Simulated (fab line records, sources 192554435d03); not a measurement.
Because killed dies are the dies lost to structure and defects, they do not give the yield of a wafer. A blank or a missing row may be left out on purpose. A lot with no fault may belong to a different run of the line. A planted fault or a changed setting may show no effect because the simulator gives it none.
Split-lot study / flow n5-finfet / on a route of 1938 steps: 7 lots, 21 wafers read

== SPLIT DETAILS ==
At N5_ZERO_LAYER_PECVD_02 (deposits SiO2 from SiH4/N2O, target thk 10 nm, time 6 s), the setting time-s was moved away from the recipe's 6 s on 2 of the 21 wafers read, by +11.5% to +12.6%. For the rest of the wafers, this setting stayed at what the recipe calls for.

Reading taken at the split's own step.

== THE READING ==
SiO2_of_ZERO_LAYER_PECVD_02.thk-nm (the simulator's own value, which no gauge read), in nm, at N5_ZERO_LAYER_PECVD_02 (deposits SiO2 from SiH4/N2O, target thk 10 nm, time 6 s). There is no usual value for it anywhere in the file. Here, 19 wafers ran the recipe; their average is 10.027 nm with a standard deviation of 0.18 nm.

wafer=L079.2; tool, chamber at the split=pecvd-03, 1; time-s as run, s=6; against the recipe=recipe; SiO2_of_ZERO_LAYER_PECVD_02.thk-nm, nm=10.25; against lot-mates on the recipe=-
wafer=L079.3; tool, chamber at the split=pecvd-03, 0; time-s as run, s=6; against the recipe=recipe; SiO2_of_ZERO_LAYER_PECVD_02.thk-nm, nm=10.07; against lot-mates on the recipe=-
wafer=L079.4; tool, chamber at the split=pecvd-03, 0; time-s as run, s=6; against the recipe=recipe; SiO2_of_ZERO_LAYER_PECVD_02.thk-nm, nm=9.998; against lot-mates on the recipe=-
wafer=L081.3; tool, chamber at the split=pecvd-02, 0; time-s as run, s=6; against the recipe=recipe; SiO2_of_ZERO_LAYER_PECVD_02.thk-nm, nm=9.975; against lot-mates on the recipe=-
wafer=L081.5; tool, chamber at the split=pecvd-02, 1; time-s as run, s=6; against the recipe=recipe; SiO2_of_ZERO_LAYER_PECVD_02.thk-nm, nm=10.25; against lot-mates on the recipe=-
wafer=L081.6; tool, chamber at the split=pecvd-02, 0; time-s as run, s=6; against the recipe=recipe; SiO2_of_ZERO_LAYER_PECVD_02.thk-nm, nm=10.12; against lot-mates on the recipe=-
wafer=L085.1; tool, chamber at the split=pecvd-01, 0; time-s as run, s=6; against the recipe=recipe; SiO2_of_ZERO_LAYER_PECVD_02.thk-nm, nm=9.729; against lot-mates on the recipe=-
wafer=L085.4; tool, chamber at the split=pecvd-01, 0; time-s as run, s=6; against the recipe=recipe; SiO2_of_ZERO_LAYER_PECVD_02.thk-nm, nm=9.963; against lot-mates on the recipe=-
wafer=L085.6; tool, chamber at the split=pecvd-01, 1; time-s as run, s=6; against the recipe=recipe; SiO2_of_ZERO_LAYER_PECVD_02.thk-nm, nm=9.603; against lot-mates on the recipe=-
wafer=L088.2; tool, chamber at the split=pecvd-03, 1; time-s as run, s=6; against the recipe=recipe; SiO2_of_ZERO_LAYER_PECVD_02.thk-nm, nm=10.02; against lot-mates on the recipe=-
wafer=L088.3; tool, chamber at the split=pecvd-03, 2; time-s as run, s=6.757; against the recipe=+12.6%; SiO2_of_ZERO_LAYER_PECVD_02.thk-nm, nm=11.26; against lot-mates on the recipe=+1.145
wafer=L088.4; tool, chamber at the split=pecvd-03, 1; time-s as run, s=6; against the recipe=recipe; SiO2_of_ZERO_LAYER_PECVD_02.thk-nm, nm=10.21; against lot-mates on the recipe=-
wafer=L089.2; tool, chamber at the split=pecvd-01, 0; time-s as run, s=6; against the recipe=recipe; SiO2_of_ZERO_LAYER_PECVD_02.thk-nm, nm=10.04; against lot-mates on the recipe=-
wafer=L089.5; tool, chamber at the split=pecvd-01, 2; time-s as run, s=6; against the recipe=recipe; SiO2_of_ZERO_LAYER_PECVD_02.thk-nm, nm=10.05; against lot-mates on the recipe=-
wafer=L089.6; tool, chamber at the split=pecvd-01, 1; time-s as run, s=6.692; against the recipe=+11.5%; SiO2_of_ZERO_LAYER_PECVD_02.thk-nm, nm=11.07; against lot-mates on the recipe=+1.025
wafer=L094.2; tool, chamber at the split=pecvd-02, 2; time-s as run, s=6; against the recipe=recipe; SiO2_of_ZERO_LAYER_PECVD_02.thk-nm, nm=10.18; against lot-mates on the recipe=-
wafer=L094.3; tool, chamber at the split=pecvd-02, 0; time-s as run, s=6; against the recipe=recipe; SiO2_of_ZERO_LAYER_PECVD_02.thk-nm, nm=10.07; against lot-mates on the recipe=-
wafer=L094.4; tool, chamber at the split=pecvd-02, 2; time-s as run, s=6; against the recipe=recipe; SiO2_of_ZERO_LAYER_PECVD_02.thk-nm, nm=10.15; against lot-mates on the recipe=-
wafer=L096.1; tool, chamber at the split=pecvd-03, 0; time-s as run, s=6; against the recipe=recipe; SiO2_of_ZERO_LAYER_PECVD_02.thk-nm, nm=9.744; against lot-mates on the recipe=-
wafer=L096.2; tool, chamber at the split=pecvd-03, 2; time-s as run, s=6; against the recipe=recipe; SiO2_of_ZERO_LAYER_PECVD_02.thk-nm, nm=9.877; against lot-mates on the recipe=-
wafer=L096.4; tool, chamber at the split=pecvd-03, 2; time-s as run, s=6; against the recipe=recipe; SiO2_of_ZERO_LAYER_PECVD_02.thk-nm, nm=10.21; against lot-mates on the recipe=-

FIT RESULTS
A straight line over all 21 wafers: SiO2_of_ZERO_LAYER_PECVD_02.thk-nm changes by +0.0944 nm for each +1% of time-s; r = +0.89; the points scatter about the line by 0.18 nm.
The same after taking each lot's own level away (the mean of its wafers on the recipe; 21 wafers): +0.0899 nm for each +1%; r = +0.94; scatter 0.12 nm.
The reading moves by 1.1 nm for the largest change in time-s, on that fit.
From 9.7650 to 10.1333 nm: that is the span of the lots' own levels, equal to 2.1 times the standard deviation above.
The two slopes are in agreement: the lot-to-lot level therefore moves the slope only a little.
Check: +1.12 nm against its lot-mates is what the line predicts for one of the wafers moved furthest among these (+12.6%) when that wafer is left out of the fit. It came out at +1.14 nm against them.

== FILE'S OWN FIT ==
SiO2_of_ZERO_LAYER_PECVD_02.thk-nm changes by +0.0901 nm for each +1% of time-s, r = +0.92.
